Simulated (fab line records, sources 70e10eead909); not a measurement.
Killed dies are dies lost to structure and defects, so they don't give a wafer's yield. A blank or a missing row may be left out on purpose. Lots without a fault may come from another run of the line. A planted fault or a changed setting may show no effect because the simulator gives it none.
Tool commonality check | flow nand_harc | 1 lot, 3 wafers sampled

WHY IT WAS OPENED
At NHARC_END_SORT_01 the reading killed_at_array is flagged on 1 of 1 lot. Wafers without a fault read 28, standard deviation 8.9.
Rule: a lot is flagged when every wafer of it that has a number lies more than 4 standard deviations from that mean, or none has a number. The other lots count as sound.

lot  | measured     | on        | killed_at_array, wafer by wafer | flag
L658 | day 22 14:16 | prober-02 | 674 673 675                     | FLAGGED
The numbers of the flagged lots are 674 on average: +646 against the usual, or +73 standard deviations.

WHICH TOOL RAN EACH LOT
The record holds 4 process steps before the reading, out of a route of 1159 steps. In each cell: the tool, then ch and the chambers that the sampled wafers went through, then the start.
lot  | flag    | NHARC_A_CONTACT_DESCUM_47          | NHARC_A_CONTACT_ETCH_49                     | NHARC_A_CONTACT_ETCH_120             | NHARC_A_CONTACT_ETCH_90
L658 | FLAGGED | rie_diel-01 ch 1,2,3, day 19 12:46 | rie_diel-01 ch 1,3, day 19 15:20 or earlier | har_cap_etch-03 ch 0,1, day 19 15:20 | rie_diel-01 ch 1,2,3, day 19 16:15
What these steps do:
- NHARC_A_CONTACT_DESCUM_47: chemistry O2, time 3 s.
- NHARC_A_CONTACT_ETCH_49: etches the open film in N2/H2, target depth 260 nm, time 475.3 s.
- NHARC_A_CONTACT_ETCH_120: etches the open film in C4F8/O2/Ar, time 94 s, target depth 922 nm.
- NHARC_A_CONTACT_ETCH_90: etches the open film in CH3F/O2, target depth 40 nm, time 85.7 s.
- NHARC_END_SORT_01

FLAGGED OVER TOTAL, TOOL BY TOOL (the gauges that took the reading come last)
step                      | tool            | lots run | flagged | share of the flagged lots | sound lots run after its first flagged lot
NHARC_A_CONTACT_DESCUM_47 | rie_diel-01     | 1        | 1       | all                       | 0
NHARC_A_CONTACT_ETCH_49   | rie_diel-01     | 1        | 1       | all                       | 0
NHARC_A_CONTACT_ETCH_120  | har_cap_etch-03 | 1        | 1       | all                       | 0
NHARC_A_CONTACT_ETCH_90   | rie_diel-01     | 1        | 1       | all                       | 0
NHARC_END_SORT_01         | prober-02       | 1        | 1       | all                       | 0
NHARC_A_CONTACT_ETCH_49 gives no start for some lots, so the hours and the order of its lots are those of NHARC_A_CONTACT_ETCH_120.

WHAT THE TABLE ALLOWS
5 rows of the table ran every flagged lot: rie_diel-01 at NHARC_A_CONTACT_DESCUM_47, rie_diel-01 at NHARC_A_CONTACT_ETCH_49, har_cap_etch-03 at NHARC_A_CONTACT_ETCH_120, rie_diel-01 at NHARC_A_CONTACT_ETCH_90, prober-02 at NHARC_END_SORT_01.
- rie_diel-01 at NHARC_A_CONTACT_DESCUM_47: 1 of its 1 lot flagged. It ran no sound lot before its first flagged lot in this sample, so the start can't be narrowed down.
- rie_diel-01 at NHARC_A_CONTACT_ETCH_49: 1 of its 1 lot flagged. It ran no sound lot before its first flagged lot in this sample, so the start can't be narrowed down.
- har_cap_etch-03 at NHARC_A_CONTACT_ETCH_120: 1 of its 1 lot flagged. It ran no sound lot before its first flagged lot in this sample, so the start can't be narrowed down.
- rie_diel-01 at NHARC_A_CONTACT_ETCH_90: 1 of its 1 lot flagged. It ran no sound lot before its first flagged lot in this sample, so the start can't be narrowed down.
- prober-02 at NHARC_END_SORT_01: 1 of its 1 lot flagged. It ran no sound lot before its first flagged lot in this sample, so the start can't be narrowed down.
Counting lots can't tell these 3 tools apart, because each fits a fault that began at some hour. More lots, or a look at what each step does to the wafer, might.

WHAT THE SIMULATOR HAD PUT IN
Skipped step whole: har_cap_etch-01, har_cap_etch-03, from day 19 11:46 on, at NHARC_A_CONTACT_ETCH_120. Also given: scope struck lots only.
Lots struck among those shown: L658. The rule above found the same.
